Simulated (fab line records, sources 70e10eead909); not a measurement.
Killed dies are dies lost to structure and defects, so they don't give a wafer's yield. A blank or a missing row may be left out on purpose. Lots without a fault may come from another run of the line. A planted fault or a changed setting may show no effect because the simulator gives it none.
Which tool did it? | flow nand_harc | 14 lots, 42 wafers sampled, at 6 steps of a route of 1302

WHAT THE GAUGES READ, wafer by wafer
NHARC_A_ZERO_WELL_INSPECT_17. Usual: raw_defect_count 9, standard deviation 5.4.
lot  | measured     | on                | raw_defect_count | flag
L660 | day 7 14:20  | defect_inspect-02 | 7 3 9            |
L662 | day 8 02:40  | defect_inspect-02 | 10 14 10         |
L663 | day 8 09:14  | defect_inspect-01 | 7 9 7            |
L665 | day 9 10:21  | defect_inspect-01 | 14 17 5          |
L666 | day 9 15:38  | defect_inspect-02 | 21 21 10         |
L670 | day 11 09:07 | defect_inspect-02 | 2 7 8            |
L672 | day 12 05:11 | defect_inspect-01 | 7 10 10          |
L676 | day 14 02:17 | defect_inspect-02 | 12 19 11         |
L677 | day 14 11:45 | defect_inspect-01 | 11 10 15         |
L679 | day 15 04:23 | defect_inspect-01 | 5 14 3           |
L678 | day 15 05:15 | defect_inspect-01 | 8 5 8            |
L680 | day 16 00:41 | defect_inspect-02 | 6 8 6            |
L681 | day 16 07:10 | defect_inspect-02 | 7 6 6            |
L682 | day 16 19:46 | defect_inspect-02 | 3 6 21           |

NHARC_A_SOURCE_PLATE_THK_MEAS_06: measures by ellipsometry. Usual: thk_nm 199.0 nm, standard deviation 2.4.
lot  | measured     | on            | thk_nm (nm)       | flag
L660 | day 8 10:17  | film_metro-02 | 197.0 198.6 200.9 |
L662 | day 8 22:59  | film_metro-02 | 198.7 198.5 198.6 |
L663 | day 9 05:36  | film_metro-02 | 200.0 199.8 200.3 |
L665 | day 10 06:19 | film_metro-01 | 196.4 195.0 196.7 |
L666 | day 10 11:51 | film_metro-02 | 198.0 196.3 197.9 |
L670 | day 12 06:27 | film_metro-01 | 203.0 201.0 202.6 |
L672 | day 13 02:25 | film_metro-02 | 200.8 197.8 196.2 |
L676 | day 14 22:19 | film_metro-02 | 200.1 198.6 199.2 |
L677 | day 15 08:13 | film_metro-01 | 192.6 194.4 194.6 |
L679 | day 16 02:41 | film_metro-02 | 198.5 201.4 199.2 |
L678 | day 16 02:41 | film_metro-01 | 199.3 199.1 201.3 |
L680 | day 16 20:37 | film_metro-01 | 198.5 199.3 197.2 |
L681 | day 17 04:39 | film_metro-01 | 200.1 199.5 201.8 |
L682 | day 17 15:52 | film_metro-01 | 201.8 204.4 202.2 |

NHARC_A_ONON_D1_THK_MEAS_05: measures by ellipsometry. Usual: thk_nm 999 nm, standard deviation 6.9.
lot  | measured     | on            | thk_nm (nm)    | flag
L660 | day 8 11:32  | film_metro-02 | 990 988 989    |
L662 | day 9 00:20  | film_metro-01 | 992 993 994    |
L663 | day 9 06:50  | film_metro-02 | 1003 1002 1001 |
L665 | day 10 07:34 | film_metro-01 | 992 994 992    |
L666 | day 10 13:05 | film_metro-01 | 991 991 992    |
L670 | day 12 07:40 | film_metro-01 | 668 668 667    | OFF
L672 | day 13 03:40 | film_metro-02 | 665 665 664    | OFF
L676 | day 14 23:32 | film_metro-01 | 997 996 994    |
L677 | day 15 09:28 | film_metro-02 | 988 988 987    |
L679 | day 16 03:55 | film_metro-02 | 1000 1001 1000 |
L678 | day 16 03:53 | film_metro-01 | 997 997 998    |
L680 | day 16 21:50 | film_metro-01 | 996 997 998    |
L681 | day 17 05:51 | film_metro-01 | 1014 1014 1012 |
L682 | day 17 17:05 | film_metro-02 | 1008 1005 1007 |

NHARC_END_SORT_01. Usual: killed_at_array 54, standard deviation 17; killed_at_other 1.0, standard deviation 1.4; killed_at_periphery 3.6, standard deviation 2.1; killed_dies 58, standard deviation 17; killed_open 3.2, standard deviation 2; killed_short 2.5, standard deviation 1.5.
lot  | measured     | on        | killed_at_array | killed_at_other | killed_at_periphery | killed_dies | killed_open | killed_short | flag
L670 | day 28 10:52 | prober-02 | 671 672 673     | 2 0 0           | 4 5 4               | 677 677 677 | 3 1 0       | 1 4 3        | OFF
L672 | day 30 00:46 | prober-02 | 676 677 676     | 0 0 0           | 1 0 1               | 677 677 677 | 1 1 4       | 3 3 1        | OFF

WHICH TOOL RAN EACH LOT (tool, then ch and the chambers of the sampled wafers, then the start)
lot  | NHARC_P_BONDPAD_PVD_17                  | NHARC_A_ONON_D1_DEP_03
L660 | pvd_sputter-03, day 7 14:20 or earlier  | pecvd_onon-04 ch 0, day 8 11:02
L662 | pvd_sputter-02, day 8 02:40 or earlier  | pecvd_onon-01 ch 0, day 8 23:49
L663 | pvd_sputter-02, day 8 09:14 or earlier  | pecvd_onon-02 ch 0, day 9 06:30
L665 | pvd_sputter-02, day 9 10:21 or earlier  | pecvd_onon-04 ch 0, day 10 07:04
L666 | pvd_sputter-02, day 9 15:38 or earlier  | pecvd_onon-01 ch 0, day 10 12:42
L670 | pvd_sputter-01, day 11 09:07 or earlier | pecvd_onon-04 ch 0, day 12 07:09
L672 | pvd_sputter-03, day 12 05:11 or earlier | pecvd_onon-04 ch 0, day 13 03:13
L676 | pvd_sputter-02, day 14 02:17 or earlier | pecvd_onon-01 ch 0, day 14 23:01
L677 | pvd_sputter-03, day 14 11:45 or earlier | pecvd_onon-02 ch 0, day 15 08:58
L679 | pvd_sputter-02, day 15 04:23 or earlier | pecvd_onon-02 ch 0, day 16 03:31
L678 | pvd_sputter-03, day 15 05:15 or earlier | pecvd_onon-04 ch 0, day 16 03:26
L680 | pvd_sputter-02, day 16 00:41 or earlier | pecvd_onon-04 ch 0, day 16 21:23
L681 | pvd_sputter-02, day 16 07:10 or earlier | pecvd_onon-01 ch 0, day 17 05:20
L682 | pvd_sputter-01, day 16 19:46 or earlier | pecvd_onon-04 ch 0, day 17 16:34
- NHARC_P_BONDPAD_PVD_17: deposits TaN, target thk 5 nm, time 8.06 s.
- NHARC_A_ONON_D1_DEP_03: target thk 1000 nm.

WHAT THE TOOLS THEMSELVES READ (means of the sampled wafers that have a number; where no wafer has one, the mark that the record gives instead)
NHARC_P_BONDPAD_PVD_17. Usual: throttle_valve_pct 29.8 %, standard deviation 1.
lot  | tool           | throttle_valve_pct (%) | flag
L660 | pvd_sputter-03 | 29.2                   |
L662 | pvd_sputter-02 | 30.8                   |
L663 | pvd_sputter-02 | 29.8                   |
L665 | pvd_sputter-02 | 29.1                   |
L666 | pvd_sputter-02 | 30.0                   |
L670 | pvd_sputter-01 | 30.2                   |
L672 | pvd_sputter-03 | 29.3                   |
L676 | pvd_sputter-02 | 29.6                   |
L677 | pvd_sputter-03 | 29.5                   |
L679 | pvd_sputter-02 | 30.6                   |
L678 | pvd_sputter-03 | 30.1                   |
L680 | pvd_sputter-02 | 30.3                   |
L681 | pvd_sputter-02 | 30.7                   |
L682 | pvd_sputter-01 | 29.0                   |

THE ANSWER, worked out from the rows above alone
Rule: a lot is off if the mean of its wafers that have a number lies more than 3 standard deviations from the usual mean. A lot without any number at a reading at which 4 lots or more have one is off too. The other lots that the step has rows for count as sound. The gauges are gone through in route order, then the tools' own readings, and for those a lot's mean is taken as printed above. The first step at which some lot is off is used, and at that step the reading that is off furthest; a lot without a number counts as furthest.
Off: L670, L672, at NHARC_A_ONON_D1_THK_MEAS_05 (thk_nm).
A tool fits if, at a process step before that reading, it ran every lot that is off, and no sound lot after the first of them. The gauges at NHARC_A_ONON_D1_THK_MEAS_05 aren't tried: what is off there is off at NHARC_END_SORT_01 too, on other tools, and a gauge's error can't cause that. NHARC_P_BONDPAD_PVD_17 gives no start for some lots, so the hours and the order of its lots are those of NHARC_A_ZERO_WELL_INSPECT_17. None of those tried fits.

WHAT THE SIMULATOR HAD PUT IN
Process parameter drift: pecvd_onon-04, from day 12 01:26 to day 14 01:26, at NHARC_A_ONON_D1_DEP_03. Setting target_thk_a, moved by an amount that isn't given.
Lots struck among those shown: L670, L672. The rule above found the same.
